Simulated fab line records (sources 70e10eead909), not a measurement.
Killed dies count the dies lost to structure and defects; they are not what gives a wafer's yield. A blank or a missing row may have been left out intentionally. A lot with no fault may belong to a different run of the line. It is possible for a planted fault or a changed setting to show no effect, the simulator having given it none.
fab line records	flow nand_harc
record lots=5	wafers=15	last_day=32
route steps=1302 shown P_ZERO_WELL@23
lots untouched by any fault: they come from a run of this same line in which no faults occurred
start_h: start of the lot's first displayed wafer, in hours after the record's first day	wait_h: hours from the lot's prior step to this one	" unchanged from the row above	L1.1+2: one row covering several wafers at once	- value missing, or start not given	* or withheld: withheld	< > ~ a bound
route shown NAME@n: a module of which the file shows steps, and the number in the route of the first	usual: mean/standard deviation of fault-free wafers	same: alike in all rows	chamber/n: place in a boat	sites: each site's reading	_std_site: the values' standard deviation	_edge_site: inner sites' mean taken away from outer sites' mean	radius_mm: how far each site lies from the wafer's centre	mask NAME#n: copy n	behind: the tool/chamber that last shaped the wafer	hold: why the lot went on hold/how many hours it stayed there/how the hold came to an end	device: which transistor (n, p or np) failed to switch	end of line: tests of these same wafers at the route's end	a step given without rows: its recipe and nothing more	killed: dies lost to structure and defects at the first sort, not the wafer's yield	map: the dies of a wafer, with x for killed, . for not killed, _ for no die there
set.NAME: setting as actually run; set.NAME@STEP: the setting as run at that earlier step	model.NAME: the simulator's own value behind a step, which no gauge read
lots at some steps of the route; a table a step, a row a wafer
services: the hour from which a tool's chamber was out of use, counted from the record's first day as start_h (under 0 if before that day), plus the number of hours and why
## steps
# step NHARC_P_ZERO_WELL_COAT_18
# recipe spin_rpm=withheld
lot.wafer	tool	chamber	start_h	wait_h
L075.1+2+4	litho_track-05	0	-	-
L079.2+5+6	litho_track-07	0	-	-
L085.1+5+6	litho_track-05	0	-	-
L088.1+2+5	litho_track-05	0	-	-
L092.1+2+3	litho_track-07	0	-	-
# step NHARC_P_ZERO_WELL_SOFTBAKE_19
# recipe temp_c=122	time_s=95
lot.wafer	tool	chamber	start_h	wait_h
L075.1+2+4	litho_track-05	0	-	-
L079.2+5+6	litho_track-07	0	-	-
L085.1+5+6	litho_track-05	0	-	-
L088.1+2+5	litho_track-05	0	-	-
L092.1+2+3	litho_track-07	0	-	-
# step NHARC_P_ZERO_WELL_EBR_20
lot.wafer	tool	chamber	start_h	wait_h
L075.1+2+4	litho_track-05	0	-	-
L079.2+5+6	litho_track-07	0	-	-
L085.1+5+6	litho_track-05	0	-	-
L088.1+2+5	litho_track-05	0	-	-
L092.1+2+3	litho_track-07	0	-	-
# step NHARC_P_ZERO_WELL_EXPOSE_21
# recipe na=0.6	target_cd_nm=720	dose_mj=22.31	mask_id=P_NWELL
# usual exposure_dose_mJ_cm2=22.313/0.022	focus_offset_nm=0.0/0.56
lot.wafer	tool	chamber	start_h	wait_h	mask	exposure_dose_mJ_cm2	focus_offset_nm
L075.1	krf_scanner-02	0	32.41	-	P_NWELL#0	22.323	0.8
L075.2	"	0	"	"	P_NWELL#0	22.311	0.1
L075.4	"	0	"	"	P_NWELL#0	22.317	-0.2
L079.2	krf_scanner-03	0	72.35	-	P_NWELL#0	22.299	-0.3
L079.5	"	0	"	"	P_NWELL#0	22.290	-0.3
L079.6	"	0	"	"	P_NWELL#0	22.306	-0.4
L085.1	krf_scanner-01	0	132.43	-	P_NWELL#0	22.318	0.2
L085.5	"	0	"	"	P_NWELL#0	22.316	0.4
L085.6	"	0	"	"	P_NWELL#0	22.344	-0.5
L088.1	krf_scanner-02	0	162.46	-	P_NWELL#0	22.274	1.2
L088.2	"	0	"	"	P_NWELL#0	22.312	-0.2
L088.5	"	0	"	"	P_NWELL#0	22.326	0.8
L092.1	krf_scanner-03	0	202.35	-	P_NWELL#0	22.315	0.2
L092.2	"	0	"	"	P_NWELL#0	22.310	-0.4
L092.3	"	0	"	"	P_NWELL#0	22.312	0.3
# step NHARC_P_ZERO_WELL_PEB_22
# recipe peb_temp_c=118	peb_time_s=85
lot.wafer	tool	chamber	start_h	wait_h
L075.1+2+4	litho_track-05	0	32.47	0.1
L079.2+5+6	litho_track-02	0	72.41	0.1
L085.1+5+6	litho_track-05	0	132.49	0.1
L088.1+2+5	litho_track-05	0	162.53	0.1
L092.1+2+3	litho_track-07	0	202.41	0.1
# step NHARC_P_ZERO_WELL_DEVELOP_23
# recipe time_s=70
lot.wafer	tool	chamber	start_h	wait_h
L075.1+2+4	litho_track-05	0	-	-
L079.2+5+6	litho_track-02	0	-	-
L085.1+5+6	litho_track-05	0	-	-
L088.1+2+5	litho_track-05	0	-	-
L092.1+2+3	litho_track-07	0	-	-
# step NHARC_P_ZERO_WELL_CD_MEAS_24
# recipe target_cd_nm=720	landing_energy_ev=500
# usual cd_nm=720.0/1.3
lot.wafer	tool	chamber	start_h	wait_h	cd_nm
L075.1	cd_sem-02	0	32.56	-	720.9
L075.2	"	0	"	"	721.8
L075.4	"	0	"	"	720.8
L079.2	cd_sem-01	0	72.50	-	720.8
L079.5	"	0	"	"	718.5
L079.6	"	0	"	"	719.3
L085.1	cd_sem-02	0	132.58	-	719.4
L085.5	"	0	"	"	720.9
L085.6	"	0	"	"	720.8
L088.1	cd_sem-03	0	162.62	-	719.7
L088.2	"	0	"	"	720.3
L088.5	"	0	"	"	720.5
L092.1	cd_sem-02	0	202.50	-	719.0
L092.2	"	0	"	"	720.3
L092.3	"	0	"	"	719.9
# step NHARC_P_ZERO_WELL_HARDBAKE_25
# recipe temp_c=125	time_s=80
lot.wafer	tool	chamber	start_h	wait_h
L075.1+2+4	litho_track-05	0	32.64	-
L079.2+5+6	litho_track-07	0	72.58	-
L085.1+5+6	litho_track-07	0	132.66	-
L088.1+2+5	litho_track-02	0	162.70	-
L092.1+2+3	litho_track-05	0	202.58	-
# step NHARC_P_ZERO_WELL_DESCUM_26
# recipe time_s=3	o2_flow_sccm=200	ar_flow_sccm=0	bias_power_w=0	chemistry=O2
# usual drypump_motor_current_A=5.8/0.42	o2_flow_sccm=200.1/0.64	oes_product_au=1.001/0.0084	rf_vpp_V=57.6/0.88	showerhead_plenum_p_Torr=1.89/0.092	throttle_valve_pct=11.312/0.0085
lot.wafer	tool	chamber	start_h	wait_h	drypump_motor_current_A	o2_flow_sccm	oes_product_au	rf_hours_counter_h	rf_vpp_V	showerhead_plenum_p_Torr	throttle_valve_pct
L075.4	rie_diel-13	1	32.74	-	5.6	200.8	1.005	12	57.0	1.89	11.312
L075.2	"	2	"	"	6.2	199.1	1.003	12	57.4	2.01	11.316
L075.1	"	3	"	"	6.3	199.5	1.007	14	58.2	2.02	11.318
L079.2	rie_diel-13	1	72.69	-	5.6	199.4	1.005	24	57.2	1.88	11.298
L079.5	"	3	"	"	6.3	200.5	1.008	-	57.1	2.02	11.314
L079.6	"	0	"	"	5.4	199.8	0.995	-	56.8	1.79	11.315
L085.1	rie_diel-13	0	132.76	-	5.4	199.1	0.994	47	57.2	1.78	11.321
L085.6	"	0	"	"	5.5	199.8	1.009	-	57.1	1.78	11.324
L085.5	"	1	"	"	5.6	199.7	0.995	-	56.9	1.87	11.302
L088.2	rie_diel-13	3	162.79	-	6.3	200.2	1.011	62	59.6	2.01	11.318
L088.1	"	1	"	"	5.6	200.1	0.996	56	57.2	1.87	11.313
L088.5	"	3	"	"	6.3	199.6	1.011	-	59.2	2.01	11.309
L092.2	rie_diel-06	3	202.66	-	5.4	200.9	1.013	16	57.4	1.86	11.308
L092.1	"	1	"	"	5.9	200.1	1.007	22	58.4	1.80	11.318
L092.3	"	2	"	"	5.3	198.8	0.996	20	58.5	1.85	11.310
# step NHARC_P_ZERO_WELL_IMPLANT_27
# recipe energy_kev=600	dose_cm2=1e+13	tilt_deg=7
# same implant_ion_amu=31
lot.wafer	tool	chamber	start_h	wait_h
L075.1+2+4	implanter-01	0	32.87	0.1
L079.2+5+6	implanter-01	0	72.84	0.1
L085.1+5+6	implanter-02	0	132.91	0.1
L088.1+2+5	implanter-02	0	162.93	0.1
L092.1+2+3	implanter-02	0	202.81	0.1
# step NHARC_P_ZERO_WELL_IMPLANT_57
# recipe energy_kev=250	dose_cm2=4e+12	tilt_deg=7
# same implant_ion_amu=31
lot.wafer	tool	chamber	start_h	wait_h
L075.1+2+4	implanter-01	0	33.05	0.1
L079.2+5+6	implanter-01	0	73.02	0.2
L085.1+5+6	implanter-02	0	133.09	0.1
L088.1+2+5	implanter-02	0	163.10	0.1
L092.1+2+3	implanter-02	0	202.99	0.2
# step NHARC_P_ZERO_WELL_IMPLANT_58
# recipe energy_kev=100	dose_cm2=2e+12	tilt_deg=7
# same implant_ion_amu=75
lot.wafer	tool	chamber	start_h	wait_h
L075.1+2+4	implanter-01	0	33.23	0.1
L079.2+5+6	implanter-01	0	73.20	0.1
L085.1+5+6	implanter-02	0	133.27	0.1
L088.1+2+5	implanter-02	0	163.28	0.2
L092.1+2+3	implanter-02	0	203.17	0.1
# step NHARC_P_ZERO_WELL_STRIP_28
# recipe time_s=840	temp_c=130	chemistry=SPM
lot.wafer	tool	chamber	start_h	wait_h
L075.1+2+4	wet_bench-02	0,1,3	33.47	0.2
L079.6+5+2	wet_bench-03	4,6,0	73.38	0.0
L085.5+6+1	wet_bench-02	0,2,4	133.50	0.1
L088.2+5+1	wet_bench-03	6,0,1	163.50	0.2
L092.3+2+1	wet_bench-02	1,3,5	203.39	0.1
# step NHARC_P_ZERO_WELL_DEHYDRATE_29
# recipe temp_c=150	time_s=120
lot.wafer	tool	chamber	start_h	wait_h
L075.1+2+4	litho_track-02	0	33.82	-
L079.2+5+6	litho_track-02	0	73.71	-
L085.1+5+6	litho_track-02	0	133.84	-
L088.1+2+5	litho_track-07	0	163.83	-
L092.1+2+3	litho_track-07	0	203.71	-
# step NHARC_P_ZERO_WELL_HMDS_30
# recipe time_s=30
lot.wafer	tool	chamber	start_h	wait_h
L075.1+2+4	litho_track-02	0	-	-
L079.2+5+6	litho_track-02	0	-	-
L085.1+5+6	litho_track-02	0	-	-
L088.1+2+5	litho_track-07	0	-	-
L092.1+2+3	litho_track-07	0	-	-
# step NHARC_P_ZERO_WELL_COAT_31
# recipe spin_rpm=withheld
lot.wafer	tool	chamber	start_h	wait_h
L075.1+2+4	litho_track-02	0	-	-
L079.2+5+6	litho_track-02	0	-	-
L085.1+5+6	litho_track-02	0	-	-
L088.1+2+5	litho_track-07	0	-	-
L092.1+2+3	litho_track-07	0	-	-
# step NHARC_P_ZERO_WELL_SOFTBAKE_32
# recipe temp_c=122	time_s=95
lot.wafer	tool	chamber	start_h	wait_h
L075.1+2+4	litho_track-02	0	-	-
L079.2+5+6	litho_track-02	0	-	-
L085.1+5+6	litho_track-02	0	-	-
L088.1+2+5	litho_track-07	0	-	-
L092.1+2+3	litho_track-07	0	-	-
# step NHARC_P_ZERO_WELL_EBR_33
lot.wafer	tool	chamber	start_h	wait_h
L075.1+2+4	litho_track-02	0	-	-
L079.2+5+6	litho_track-02	0	-	-
L085.1+5+6	litho_track-02	0	-	-
L088.1+2+5	litho_track-07	0	-	-
L092.1+2+3	litho_track-07	0	-	-
# step NHARC_P_ZERO_WELL_EXPOSE_34
# recipe na=0.6	target_cd_nm=720	dose_mj=22.31	mask_id=P_PWELL
# usual exposure_dose_mJ_cm2=22.315/0.02	focus_offset_nm=0.1/0.56
lot.wafer	tool	chamber	start_h	wait_h	mask	exposure_dose_mJ_cm2	focus_offset_nm
L075.1	krf_scanner-01	0	33.96	-	P_PWELL#0	22.321	-0.6
L075.2	"	0	"	"	P_PWELL#0	22.330	-0.5
L075.4	"	0	"	"	P_PWELL#0	22.349	-0.5
L079.2	krf_scanner-01	0	73.98	-	P_PWELL#0	22.324	0.4
L079.5	"	0	"	"	P_PWELL#0	22.340	0.8
L079.6	"	0	"	"	P_PWELL#0	22.314	-0.4
L085.1	krf_scanner-02	0	134.11	-	P_PWELL#0	22.300	0.0
L085.5	"	0	"	"	P_PWELL#0	22.316	0.8
L085.6	"	0	"	"	P_PWELL#0	22.319	0.1
L088.1	krf_scanner-03	0	164.10	-	P_PWELL#0	22.300	0.7
L088.2	"	0	"	"	P_PWELL#0	22.315	0.0
L088.5	"	0	"	"	P_PWELL#0	22.317	1.1
L092.1	krf_scanner-03	0	203.98	-	P_PWELL#0	22.342	-0.9
L092.2	"	0	"	"	P_PWELL#0	22.294	-0.8
L092.3	"	0	"	"	P_PWELL#0	22.279	0.0
# step NHARC_P_ZERO_WELL_PEB_35
# recipe peb_temp_c=118	peb_time_s=85
lot.wafer	tool	chamber	start_h	wait_h
L075.1+2+4	litho_track-02	0	34.03	0.1
L079.2+5+6	litho_track-02	0	74.04	0.1
L085.1+5+6	litho_track-07	0	134.17	0.1
L088.1+2+5	litho_track-02	0	164.16	0.1
L092.1+2+3	litho_track-07	0	204.05	0.1
# step NHARC_P_ZERO_WELL_DEVELOP_36
# recipe time_s=70
lot.wafer	tool	chamber	start_h	wait_h
L075.1+2+4	litho_track-02	0	-	-
L079.2+5+6	litho_track-02	0	-	-
L085.1+5+6	litho_track-07	0	-	-
L088.1+2+5	litho_track-02	0	-	-
L092.1+2+3	litho_track-07	0	-	-
# step NHARC_P_ZERO_WELL_CD_MEAS_37
# recipe target_cd_nm=720	landing_energy_ev=500
# usual cd_nm=720.2/1.3
lot.wafer	tool	chamber	start_h	wait_h	cd_nm
L075.1	cd_sem-01	0	34.12	-	720.6
L075.2	"	0	"	"	719.3
L075.4	"	0	"	"	720.2
L079.2	cd_sem-02	0	74.14	-	721.2
L079.5	"	0	"	"	722.4
L079.6	"	0	"	"	721.2
L085.1	cd_sem-03	0	134.26	-	720.5
L085.5	"	0	"	"	720.3
L085.6	"	0	"	"	720.3
L088.1	cd_sem-01	0	164.25	-	721.2
L088.2	"	0	"	"	722.6
L088.5	"	0	"	"	723.6
L092.1	cd_sem-02	0	204.14	-	718.6
L092.2	"	0	"	"	717.3
L092.3	"	0	"	"	719.2
# step NHARC_P_ZERO_WELL_HARDBAKE_38
# recipe temp_c=125	time_s=80
lot.wafer	tool	chamber	start_h	wait_h
L075.1+2+4	litho_track-05	0	34.20	-
L079.2+5+6	litho_track-05	0	74.22	-
L085.1+5+6	litho_track-02	0	134.34	-
L088.1+2+5	litho_track-07	0	164.33	-
L092.1+2+3	litho_track-07	0	204.22	-
# step NHARC_P_ZERO_WELL_DESCUM_39
# recipe time_s=3	o2_flow_sccm=200	ar_flow_sccm=0	bias_power_w=0	chemistry=O2
# usual drypump_motor_current_A=5.8/0.42	o2_flow_sccm=200.0/0.59	oes_product_au=0.999/0.0075	rf_vpp_V=57.8/0.95	showerhead_plenum_p_Torr=1.89/0.1	throttle_valve_pct=11.310/0.0092
lot.wafer	tool	chamber	start_h	wait_h	drypump_motor_current_A	o2_flow_sccm	oes_product_au	rf_hours_counter_h	rf_vpp_V	showerhead_plenum_p_Torr	throttle_valve_pct
L075.1	rie_diel-13	3	34.28	-	6.2	200.7	0.997	14	57.9	2.02	11.313
L075.2	"	1	"	"	5.6	201.0	0.994	12	59.1	1.88	11.309
L075.4	"	2	"	"	6.2	200.6	0.987	12	58.2	2.01	11.338
L079.2	rie_diel-13	2	74.32	-	6.2	200.0	1.006	29	57.4	2.01	11.318
L079.6	"	0	"	"	5.4	200.1	1.003	-	57.3	1.79	11.328
L079.5	"	1	"	"	5.6	200.5	1.011	-	58.4	1.88	11.325
L085.1	rie_diel-13	3	134.42	-	6.3	199.7	1.004	55	57.6	2.01	11.308
L085.5	"	3	"	"	6.3	199.7	1.006	-	57.3	2.01	11.301
L085.6	"	0	"	"	5.4	199.3	1.005	-	56.7	1.78	11.301
L088.2	rie_diel-01	3	164.43	-	6.6	199.3	1.000	35	56.2	1.86	11.312
L088.1	"	0	"	"	5.3	200.9	1.001	31	58.6	1.77	11.309
L088.5	"	2	"	"	5.7	200.0	0.993	-	58.7	2.05	11.310
L092.2	rie_diel-06	2	204.30	-	5.3	200.2	1.005	20	56.5	1.85	11.309
L092.1	"	3	"	"	5.4	200.0	1.001	17	56.6	1.86	11.307
L092.3	"	0	"	"	6.5	200.1	1.016	20	58.9	2.00	11.334
# step NHARC_P_ZERO_WELL_IMPLANT_40
# recipe energy_kev=300	dose_cm2=1e+13	tilt_deg=7
# same implant_ion_amu=11
lot.wafer	tool	chamber	start_h	wait_h
L075.1+2+4	implanter-01	0	34.42	0.1
L079.2+5+6	implanter-01	0	74.47	0.1
L085.1+5+6	implanter-02	0	134.57	0.1
L088.1+2+5	implanter-02	0	164.56	0.1
L092.1+2+3	implanter-01	0	204.45	0.1
# step NHARC_P_ZERO_WELL_IMPLANT_59
# recipe energy_kev=120	dose_cm2=5e+12	tilt_deg=7
# same implant_ion_amu=11
lot.wafer	tool	chamber	start_h	wait_h
L075.1+2+4	implanter-01	0	34.78	0.3
L079.2+5+6	implanter-01	0	74.65	0.1
L085.1+5+6	implanter-02	0	134.75	0.1
L088.1+2+5	implanter-02	0	164.74	0.1
L092.1+2+3	implanter-01	0	204.63	0.1
# step NHARC_P_ZERO_WELL_IMPLANT_60
# recipe energy_kev=30	dose_cm2=2e+12	tilt_deg=7
# same implant_ion_amu=11
lot.wafer	tool	chamber	start_h	wait_h
L075.1+2+4	implanter-01	0	35.14	0.3
L079.2+5+6	implanter-01	0	74.83	0.1
L085.1+5+6	implanter-02	0	134.93	0.2
L088.1+2+5	implanter-02	0	164.92	0.2
L092.1+2+3	implanter-01	0	204.81	0.2
# step NHARC_P_ZERO_WELL_STRIP_41
# recipe time_s=840	temp_c=130	chemistry=SPM
lot.wafer	tool	chamber	start_h	wait_h
L075.4+2+1	wet_bench-06	3,4,6	35.55	0.2
L079.2+6+5	wet_bench-06	2,4,5	75.01	0.2
L085.6+1+5	wet_bench-02	5,7,0	135.15	0.0
L088.2+5+1	wet_bench-06	6,7,3	165.13	0.2
L092.2+3+1	wet_bench-02	2,3,5	205.04	0.2
# step NHARC_P_ZERO_WELL_DEHYDRATE_44
# recipe temp_c=150	time_s=120
lot.wafer	tool	chamber	start_h	wait_h
L075.1+2+4	litho_track-05	0	35.87	-
L079.2+5+6	litho_track-02	0	75.34	-
L085.1+5+6	litho_track-07	0	135.48	-
L088.1+2+5	litho_track-07	0	165.47	-
L092.1+2+3	litho_track-07	0	205.36	-
# step NHARC_P_ZERO_WELL_HMDS_45
# recipe time_s=30
lot.wafer	tool	chamber	start_h	wait_h
L075.1+2+4	litho_track-05	0	-	-
L079.2+5+6	litho_track-02	0	-	-
L085.1+5+6	litho_track-07	0	-	-
L088.1+2+5	litho_track-07	0	-	-
L092.1+2+3	litho_track-07	0	-	-
# step NHARC_P_ZERO_WELL_COAT_46
# recipe spin_rpm=withheld
lot.wafer	tool	chamber	start_h	wait_h
L075.1+2+4	litho_track-05	0	-	-
L079.2+5+6	litho_track-02	0	-	-
L085.1+5+6	litho_track-07	0	-	-
L088.1+2+5	litho_track-07	0	-	-
L092.1+2+3	litho_track-07	0	-	-
# step NHARC_P_ZERO_WELL_SOFTBAKE_47
# recipe temp_c=122	time_s=95
lot.wafer	tool	chamber	start_h	wait_h
L075.1+2+4	litho_track-05	0	-	-
L079.2+5+6	litho_track-02	0	-	-
L085.1+5+6	litho_track-07	0	-	-
L088.1+2+5	litho_track-07	0	-	-
L092.1+2+3	litho_track-07	0	-	-
# step NHARC_P_ZERO_WELL_EBR_48
lot.wafer	tool	chamber	start_h	wait_h
L075.1+2+4	litho_track-05	0	-	-
L079.2+5+6	litho_track-02	0	-	-
L085.1+5+6	litho_track-07	0	-	-
L088.1+2+5	litho_track-07	0	-	-
L092.1+2+3	litho_track-07	0	-	-
# step NHARC_P_ZERO_WELL_EXPOSE_49
# recipe na=0.6	target_cd_nm=2000	dose_mj=22.64	mask_id=P_HVPW
# usual exposure_dose_mJ_cm2=22.645/0.023	focus_offset_nm=0.0/0.65
lot.wafer	tool	chamber	start_h	wait_h	mask	exposure_dose_mJ_cm2	focus_offset_nm
L075.1	krf_scanner-03	0	36.14	-	P_HVPW#0	22.636	-0.1
L075.2	"	0	"	"	P_HVPW#0	22.658	0.3
L075.4	"	0	"	"	P_HVPW#0	22.638	-0.3
L079.2	krf_scanner-03	0	75.49	-	P_HVPW#0	22.659	0.0
L079.5	"	0	"	"	P_HVPW#0	22.642	0.2
L079.6	"	0	"	"	P_HVPW#0	22.628	-0.6
L085.1	krf_scanner-03	0	135.75	-	P_HVPW#0	22.671	-1.1
L085.5	"	0	"	"	P_HVPW#0	22.649	-0.2
L085.6	"	0	"	"	P_HVPW#0	22.660	-0.6
L088.1	krf_scanner-03	0	165.74	-	P_HVPW#0	22.632	-0.4
L088.2	"	0	"	"	P_HVPW#0	22.670	0.0
L088.5	"	0	"	"	P_HVPW#0	22.639	0.6
L092.1	krf_scanner-03	0	205.62	-	P_HVPW#0	22.656	-0.7
L092.2	"	0	"	"	P_HVPW#0	22.665	-0.2
L092.3	"	0	"	"	P_HVPW#0	22.682	-0.2
# step NHARC_P_ZERO_WELL_PEB_50
# recipe peb_temp_c=118	peb_time_s=85
lot.wafer	tool	chamber	start_h	wait_h
L075.1+2+4	litho_track-02	0	36.20	0.1
L079.2+5+6	litho_track-02	0	75.55	0.1
L085.1+5+6	litho_track-07	0	135.81	0.1
L088.1+2+5	litho_track-05	0	165.80	0.1
L092.1+2+3	litho_track-05	0	205.69	0.1
# step NHARC_P_ZERO_WELL_DEVELOP_51
# recipe time_s=70
lot.wafer	tool	chamber	start_h	wait_h
L075.1+2+4	litho_track-02	0	-	-
L079.2+5+6	litho_track-02	0	-	-
L085.1+5+6	litho_track-07	0	-	-
L088.1+2+5	litho_track-05	0	-	-
L092.1+2+3	litho_track-05	0	-	-
# step NHARC_P_ZERO_WELL_CD_MEAS_52
# recipe target_cd_nm=2000	landing_energy_ev=500
# usual cd_nm=2000.2/1.4
lot.wafer	tool	chamber	start_h	wait_h	cd_nm
L075.1	cd_sem-03	0	36.29	-	1998.6
L075.2	"	0	"	"	1999.3
L075.4	"	0	"	"	1998.8
L079.2	cd_sem-02	0	75.64	-	2000.0
L079.5	"	0	"	"	2000.3
L079.6	"	0	"	"	1999.5
L085.1	cd_sem-02	0	135.91	-	2000.7
L085.5	"	0	"	"	1998.1
L085.6	"	0	"	"	1998.8
L088.1	cd_sem-01	0	165.89	-	2001.3
L088.2	"	0	"	"	2000.9
L088.5	"	0	"	"	2000.1
L092.1	cd_sem-02	0	205.78	-	1996.9
L092.2	"	0	"	"	1999.7
L092.3	"	0	"	"	1999.5
# step NHARC_P_ZERO_WELL_HARDBAKE_53
# recipe temp_c=125	time_s=80
lot.wafer	tool	chamber	start_h	wait_h
L075.1+2+4	litho_track-07	0	36.37	-
L079.2+5+6	litho_track-07	0	75.72	-
L085.1+5+6	litho_track-05	0	135.98	-
L088.1+2+5	litho_track-07	0	165.97	-
L092.1+2+3	litho_track-02	0	205.88	-
# step NHARC_P_ZERO_WELL_DESCUM_54
# recipe time_s=3	o2_flow_sccm=200	ar_flow_sccm=0	bias_power_w=0	chemistry=O2
# usual drypump_motor_current_A=5.8/0.43	o2_flow_sccm=200.0/0.57	oes_product_au=1.001/0.0087	rf_vpp_V=57.7/0.96	showerhead_plenum_p_Torr=1.88/0.092	throttle_valve_pct=11.311/0.0094
lot.wafer	tool	chamber	start_h	wait_h	drypump_motor_current_A	o2_flow_sccm	oes_product_au	rf_hours_counter_h	rf_vpp_V	showerhead_plenum_p_Torr	throttle_valve_pct
L075.2	rie_diel-13	0	36.45	-	5.4	199.3	1.003	14	58.4	1.79	11.311
L075.4	"	1	"	"	5.6	200.5	1.001	12	56.7	1.89	11.326
L075.1	"	3	"	"	6.2	199.4	1.012	14	58.2	2.02	11.310
L079.2	rie_diel-01	3	75.80	-	6.6	199.5	1.005	14	57.6	1.87	11.308
L079.6	"	0	"	"	5.4	199.1	0.996	-	57.1	1.78	11.300
L079.5	"	1	"	"	5.6	198.9	0.996	-	57.8	1.81	11.330
L085.1	rie_diel-01	3	136.09	-	6.5	201.0	0.994	28	58.9	1.86	11.305
L085.6	"	1	"	"	5.6	200.0	0.987	-	57.7	1.81	11.307
L085.5	"	2	"	"	5.7	200.0	0.998	-	58.3	2.05	11.321
L088.2	rie_diel-06	0	166.07	-	6.5	200.9	1.028	8	57.5	2.00	11.321
L088.1	"	1	"	"	6.0	199.3	1.016	8	56.4	1.81	11.311
L088.5	"	3	"	"	5.4	199.9	0.998	-	57.0	1.86	11.298
L092.2	rie_diel-06	2	206.01	-	5.3	200.2	0.998	21	57.3	1.85	11.314
L092.1	"	3	"	"	5.4	200.5	1.008	18	57.6	1.86	11.314
L092.3	"	0	"	"	6.5	199.8	1.012	20	58.3	2.00	11.314
# step NHARC_P_ZERO_WELL_IMPLANT_55
# recipe energy_kev=180	dose_cm2=8e+11	tilt_deg=7
# same implant_ion_amu=11
lot.wafer	tool	chamber	start_h	wait_h
L075.1+2+4	implanter-01	0	36.60	0.1
L079.2+5+6	implanter-02	0	76.01	0.2
L085.1+5+6	implanter-02	0	136.21	0.1
L088.1+2+5	implanter-01	0	166.20	0.1
L092.1+2+3	implanter-02	0	206.14	0.1
## services
tool	chamber	start_h	hours	kind
rie_diel-01	-	9.45	0.3	repair
krf_scanner-01	-	16.03	2.2	repair
wet_bench-06	-	17.60	8.0	pm
rie_diel-06	1	17.96	2.5	repair
rie_diel-01	-	26.97	9.0	pm
rie_diel-06	3	40.30	28.8	repair
krf_scanner-03	-	52.00	4.0	pm
litho_track-02	-	52.00	7.0	pm
wet_bench-02	-	68.00	8.0	pm
rie_diel-01	2	75.29	8.4	repair
litho_track-07	-	76.00	7.0	pm
krf_scanner-01	-	77.36	0.2	repair
rie_diel-06	2	78.01	1.7	repair
krf_scanner-02	-	94.00	4.0	pm
rie_diel-13	0	107.70	4.5	repair
implanter-02	-	122.75	0.7	repair
litho_track-05	-	124.02	7.0	pm
rie_diel-06	-	130.48	9.0	pm
implanter-02	-	146.00	13.0	pm
rie_diel-13	3	157.43	4.2	repair
implanter-01	-	158.44	1.2	repair
rie_diel-13	-	165.00	9.0	pm
rie_diel-06	3	187.23	3.0	repair
rie_diel-13	0	192.23	4.5	repair
## key
fault none
